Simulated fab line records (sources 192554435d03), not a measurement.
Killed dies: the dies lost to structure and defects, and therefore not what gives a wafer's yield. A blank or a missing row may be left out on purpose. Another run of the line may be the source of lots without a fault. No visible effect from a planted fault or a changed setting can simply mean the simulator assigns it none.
Code-filled problem report in 8D (eight disciplines) form :: flow n5_finfet :: the parts of the form that need people (team, actions taken, sign-off) are left out

1. THE ISSUE
killed_at_M0_to_M3 at N5_PASSIVATION_PROBE_49 reads a mean of 162 on 1 wafer of 1 lot; wafers without a fault read 34 with a standard deviation of 9.2. That puts it +14 standard deviations away from the usual mean.
The first sign was on wafer L306.5 at day 16 04:58, on prober-02. The record holds 3 wafers of 1 lot with a number at this step. The rule behind "out" and "out of limits": a value lying over 4 standard deviations away from the usual mean. The rest of the wafers with a number are treated as sound.

2. WHAT IT IS, WHAT IT ISN'T
question: which readings at this step
is: killed_at_M0_to_M3, defect_limited_yield, killed_dies, sort_bin_5_function, sort_n_pass, sort_yield_pct
is not: killed_at_contacts, killed_at_front_end, killed_at_other, killed_open, killed_short

question: which lots
is: L306
is not: -

question: which wafers of those lots
is: L306.5
is not: L306.3, L306.6

question: read on which tools
is: prober-02
is not: -

question: when
is: from day 16 04:58
is not: up to then (1 sound wafer); but 1 sound wafer of L306 came after

3. THE SUSPECTS, EACH WITH WHAT RULES IT OUT
Counting: if a tool at a process step up to the reading ran every lot that is out, it stays a suspect. Sound lots after the first of them don't rule it out here, since some wafers of a struck lot are sound.
- pvd_sputter-03 at N5_BEOL_M1_SPUTTER_92 (material Cu, target thk 4.5 nm, time 8.29 s): kept. It ran the lot that is out, L306 (day 8 18:38).
- pecvd-03 at N5_PASSIVATION_PECVD_00 (deposits SiO2 from SiH4/N2O, target thk 200 nm, time 11.2 s): kept. It ran the lot that is out, L306 (day 15 17:04).
- rie_diel-02 at N5_MIM_TOP_ETCH_STRIP_01 (strips in O2): kept. It ran the lot that is out, L306 (day 15 19:22).
- rie_diel-04 at N5_PASSIVATION_DESCUM_32 (chemistry O2, time 7.9 s): kept. It ran the lot that is out, L306 (day 15 23:11).
- prober-02 at N5_PASSIVATION_PROBE_49: kept. It ran the lot that is out, L306 (day 16 04:52). Out on those wafers are its own readings of defect_limited_yield, killed_at_M0_to_M3, killed_dies, sort_bin_5_function, sort_n_pass, sort_yield_pct.
- rie_diel-02, N5_MIM_TOP_ETCH_STRIP_01: wafers that are out in chamber 0, sound lot-mates in chambers 2, 3.
- rie_diel-04, N5_PASSIVATION_DESCUM_32: wafers that are out in chamber 0, sound lot-mates in chambers 1, 3.
Left after counting: pvd_sputter-03 at N5_BEOL_M1_SPUTTER_92, pecvd-03 at N5_PASSIVATION_PECVD_00, rie_diel-02 at N5_MIM_TOP_ETCH_STRIP_01, rie_diel-04 at N5_PASSIVATION_DESCUM_32, prober-02 at N5_PASSIVATION_PROBE_49.

4. THE CAUSE (what the simulator had put in)
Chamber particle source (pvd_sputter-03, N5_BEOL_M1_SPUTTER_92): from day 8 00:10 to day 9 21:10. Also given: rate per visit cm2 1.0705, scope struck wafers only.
5 suspects survive the count, and this tool is in that group.

5. THE CHAIN OF EFFECTS, in route order
Each row: a reading where the mean over the struck wafers with a number is more than 3 standard deviations away from the usual. Scope: only readings with a usual standard deviation given in the record; hours: median across lots of the time from each lot's start at the first step in this table that gives one to its start at this step; sigmas: change in usual standard deviations.
hours: 0
step: N5_PASSIVATION_PROBE_49
reading: defect_limited_yield
usual: 91.2 %
on struck wafers: 80.0
change: -11.2
sigmas: -8.6

hours: 0
step: N5_PASSIVATION_PROBE_49
reading: killed_at_M0_to_M3
usual: 34
on struck wafers: 162
change: +128
sigmas: +14

hours: 0
step: N5_PASSIVATION_PROBE_49
reading: killed_dies
usual: 104
on struck wafers: 236
change: +132
sigmas: +8.8

hours: 0
step: N5_PASSIVATION_PROBE_49
reading: sort_bin_5_function
usual: 5.2 %
on struck wafers: 12.7
change: +7.5
sigmas: +8.6

hours: 0
step: N5_PASSIVATION_PROBE_49
reading: sort_n_pass
usual: 1076
on struck wafers: 944
change: -132
sigmas: -8.8

hours: 0
step: N5_PASSIVATION_PROBE_49
reading: sort_yield_pct
usual: 91.2 %
on struck wafers: 80.0
change: -11.2
sigmas: -8.6
Its process steps:
- N5_PASSIVATION_PROBE_49

6. WHAT WOULD HAVE CAUGHT IT SOONER
In this record no reading fell out of limits until day 16 04:58, 197 hours after the fault had begun at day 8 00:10.
No tool reading at N5_BEOL_M1_SPUTTER_92 that has a usual standard deviation in the record was out on any struck wafer, so an alarm limit of 4 standard deviations on those readings would not have fired.
By day 16 04:58, every lot that is out (1) had started N5_BEOL_M1_SPUTTER_92 on pvd_sputter-03. None of them would have been spared by holding the tool at that moment.
